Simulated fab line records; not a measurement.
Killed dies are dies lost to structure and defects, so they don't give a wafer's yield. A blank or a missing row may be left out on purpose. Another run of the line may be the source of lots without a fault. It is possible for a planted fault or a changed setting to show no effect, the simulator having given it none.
The tool behind it: which one? | flow nandHarc | Sampling: 11 lots, 33 wafers, 6 of 1159 route steps

== WHAT EACH GAUGE READ, for each wafer ==
NHARC_P_GATE_INSPECT_68. Usual: rawDefectCount reads 207 (standard deviation 88).
lot  | measured     | on               | rawDefectCount | flag
L623 | day 5 09:59  | defectInspect-02 | 232 195 246    | 
L624 | day 5 20:38  | defectInspect-02 | 234 140 126    | 
L625 | day 6 08:23  | defectInspect-01 | 215 127 438    | 
L626 | day 6 20:22  | defectInspect-01 | 135 154 203    | 
L627 | day 6 20:29  | defectInspect-02 | 120 121 170    | 
L635 | day 9 09:14  | defectInspect-01 | 1322 1376 1427 | OFF
L636 | day 9 15:02  | defectInspect-01 | 1379 1626 1524 | OFF
L640 | day 9 22:55  | defectInspect-02 | 324 302 306    | 
L639 | day 10 07:32 | defectInspect-01 | 224 481 277    | 
L642 | day 10 12:28 | defectInspect-01 | 235 227 176    | 
L644 | day 10 17:47 | defectInspect-01 | 278 205 241    | 

NHARC_END_SORT_01. Usual: killedAtArray 27, standard deviation 12; killedAtOther 0.5, standard deviation 0.9; killedAtPeriphery 3.7, standard deviation 2.7; killedDies 31, standard deviation 12; killedOpen 3.3, standard deviation 2; killedShort 2.0, standard deviation 1.4.
lot  | measured     | on        | killedAtArray | killedAtOther | killedAtPeriphery | killedDies  | killedOpen | killedShort | flag
L635 | day 26 01:56 | prober-01 | 10 10 16      | 0 1 0         | 102 87 95         | 112 98 111  | 3 3 9      | 1 3 2       | OFF
L636 | day 24 19:40 | prober-01 | 36 29 38      | 0 0 0         | 78 107 74         | 114 136 112 | 5 1 1      | 3 2 0       | OFF

== WHAT TOOL EACH LOT RAN ON (gives the tool, then ch and the chambers of the sampled wafers, and finally the start) ==
lot  | NHARC_P_GATE_STRIP_75               | NHARC_P_GATE_STRIP_113              | NHARC_P_GATE_RTA_64             | NHARC_P_GATE_SPUTTER_79
L623 | plasmaAsher-02 ch 0,1, day 5 04:03  | plasmaAsher-02 ch 0,1, day 5 07:40  | rtpAnneal-02 ch 0, day 5 08:46  | pvdSputter-01, day 5 09:11
L624 | plasmaAsher-01 ch 0,1, day 5 14:37  | plasmaAsher-02 ch 0,1, day 5 17:54  | rtpAnneal-02 ch 0, day 5 19:12  | pvdSputter-03, day 5 19:42
L625 | plasmaAsher-02 ch 0,1, day 6 02:25  | plasmaAsher-01 ch 0,1, day 6 05:31  | rtpAnneal-01 ch 0, day 6 07:06  | pvdSputter-03, day 6 07:36
L626 | plasmaAsher-02 ch 0,1, day 6 14:11  | plasmaAsher-01 ch 0,1, day 6 17:29  | rtpAnneal-02 ch 0, day 6 18:47  | pvdSputter-01, day 6 19:16
L627 | plasmaAsher-01 ch 0,1, day 6 14:34  | plasmaAsher-02 ch 0,1, day 6 17:53  | rtpAnneal-01 ch 0, day 6 19:10  | pvdSputter-01, day 6 19:38
L635 | plasmaAsher-01 ch 0,1, day 9 03:00  | plasmaAsher-02 ch 0,1, day 9 06:41  | rtpAnneal-02 ch 0, day 9 07:58  | pvdSputter-01, day 9 08:28
L636 | plasmaAsher-02 ch 0,1, day 9 09:23  | plasmaAsher-02 ch 0,1, day 9 12:27  | rtpAnneal-02 ch 0, day 9 13:48  | pvdSputter-01, day 9 14:15
L640 | plasmaAsher-01 ch 0,1, day 9 17:02  | plasmaAsher-02 ch 0,1, day 9 20:21  | rtpAnneal-01 ch 0, day 9 21:39  | pvdSputter-03, day 9 22:08
L639 | plasmaAsher-02 ch 0,1, day 10 01:46 | plasmaAsher-01 ch 0,1, day 10 04:50 | rtpAnneal-01 ch 0, day 10 06:06 | pvdSputter-03, day 10 06:34
L642 | plasmaAsher-02 ch 0,1, day 10 06:46 | plasmaAsher-02 ch 0,1, day 10 10:09 | rtpAnneal-01 ch 0, day 10 11:15 | pvdSputter-02, day 10 11:41
L644 | plasmaAsher-01 ch 0,1, day 10 12:06 | plasmaAsher-01 ch 1, day 10 15:12   | rtpAnneal-01 ch 0, day 10 16:28 | pvdSputter-02, day 10 16:58
- NHARC_P_GATE_STRIP_75: strips in O2.
- NHARC_P_GATE_STRIP_113: strips in N2/H2, time 740 s.
- NHARC_P_GATE_RTA_64: time 1 s.
- NHARC_P_GATE_SPUTTER_79: material TiN, target thk 10 nm.

== WHAT THE TOOLS THEMSELVES READ (means of the sampled wafers that have a number; where no wafer has one, the mark that the record gives instead) ==
NHARC_P_GATE_STRIP_75. Usual: drypumpMotorCurrentA 5.9 A, standard deviation 0.48; heaterPowerW 326 W, standard deviation 54.
lot  | tool           | drypumpMotorCurrentA (A) | heaterPowerW (W) | flag
L623 | plasmaAsher-02 | 5.9                      | 284              | 
L624 | plasmaAsher-01 | 5.6                      | 368              | 
L625 | plasmaAsher-02 | 6.2                      | 275              | 
L626 | plasmaAsher-02 | 5.9                      | 281              | 
L627 | plasmaAsher-01 | 5.8                      | 397              | 
L635 | plasmaAsher-01 | 5.8                      | 390              | 
L636 | plasmaAsher-02 | 6.3                      | 290              | 
L640 | plasmaAsher-01 | 5.8                      | 391              | 
L639 | plasmaAsher-02 | 5.9                      | 289              | 
L642 | plasmaAsher-02 | 6.3                      | 283              | 
L644 | plasmaAsher-01 | 5.6                      | 374              | 

NHARC_P_GATE_STRIP_113. Usual: drypumpMotorCurrentA 6.0 A, standard deviation 0.48; heaterPowerW 87 W, standard deviation 14.
lot  | tool           | drypumpMotorCurrentA (A) | heaterPowerW (W) | flag
L623 | plasmaAsher-02 | 6.3                      | 74               | 
L624 | plasmaAsher-02 | 5.9                      | 74               | 
L625 | plasmaAsher-01 | 5.8                      | 105              | 
L626 | plasmaAsher-01 | 5.8                      | 106              | 
L627 | plasmaAsher-02 | 6.3                      | 75               | 
L635 | plasmaAsher-02 | 6.0                      | 78               | 
L636 | plasmaAsher-02 | 5.9                      | 79               | 
L640 | plasmaAsher-02 | 6.3                      | 76               | 
L639 | plasmaAsher-01 | 5.8                      | 104              | 
L642 | plasmaAsher-02 | 6.0                      | 79               | 
L644 | plasmaAsher-01 | 6.0                      | 110              | 

NHARC_P_GATE_RTA_64. Usual: annealTempCMax 1055.3, standard deviation 1.9; lampPowerPct 33.1 %, standard deviation 0.84; lamp_zone_3_pct 33.1 %, standard deviation 0.84; wafer_temp_C_max 1055.5, standard deviation 1.2.
lot  | tool         | annealTempCMax | lampPowerPct (%) | lamp_zone_3_pct (%) | wafer_temp_C_max | flag
L623 | rtpAnneal-02 | 1056.7         | 32.3             | 32.3                | 1055.8           | 
L624 | rtpAnneal-02 | 1057.6         | 32.3             | 32.3                | 1055.7           | 
L625 | rtpAnneal-01 | 1053.5         | 34.0             | 34.0                | 1054.3           | 
L626 | rtpAnneal-02 | 1056.5         | 32.3             | 32.3                | 1054.4           | 
L627 | rtpAnneal-01 | 1053.9         | 34.0             | 34.0                | 1055.5           | 
L635 | rtpAnneal-02 | 1056.5         | 32.3             | 32.3                | 1056.8           | 
L636 | rtpAnneal-02 | 1056.6         | 32.3             | 32.3                | 1055.6           | 
L640 | rtpAnneal-01 | 1053.2         | 34.0             | 34.0                | 1055.4           | 
L639 | rtpAnneal-01 | 1053.3         | 34.0             | 34.0                | 1055.8           | 
L642 | rtpAnneal-01 | 1053.4         | 34.0             | 34.0                | 1055.7           | 
L644 | rtpAnneal-01 | 1053.4         | 34.0             | 34.0                | 1054.6           | 

== THE ANSWER, worked out from the rows above alone ==
Rule: a lot counts as off when the mean over its wafers that have a number is more than 3 standard deviations away from the usual mean. A lot without any number at a reading at which 4 lots or more have one is off too. All remaining lots with rows at the step are treated as sound. Order of review: gauges by route order, followed by the tools' own readings, for which a lot's mean as printed above is used. At the first step where some lot is off, the reading lying furthest off is the one used; lots without a number count as furthest.
Off: L635, L636, at NHARC_P_GATE_INSPECT_68 (rawDefectCount).
A tool fits if, at a process step before that reading, it ran every lot that is off, and no sound lot after the first of them. Not tried: the gauges at NHARC_P_GATE_INSPECT_68; whatever is off there is also off at NHARC_END_SORT_01, on other tools, and gauge error can't account for it. Undecided on this evidence; 2 tools fit (rtpAnneal-02 at NHARC_P_GATE_RTA_64, pvdSputter-01 at NHARC_P_GATE_SPUTTER_79).

== WHAT THE SIMULATOR PUT IN ==
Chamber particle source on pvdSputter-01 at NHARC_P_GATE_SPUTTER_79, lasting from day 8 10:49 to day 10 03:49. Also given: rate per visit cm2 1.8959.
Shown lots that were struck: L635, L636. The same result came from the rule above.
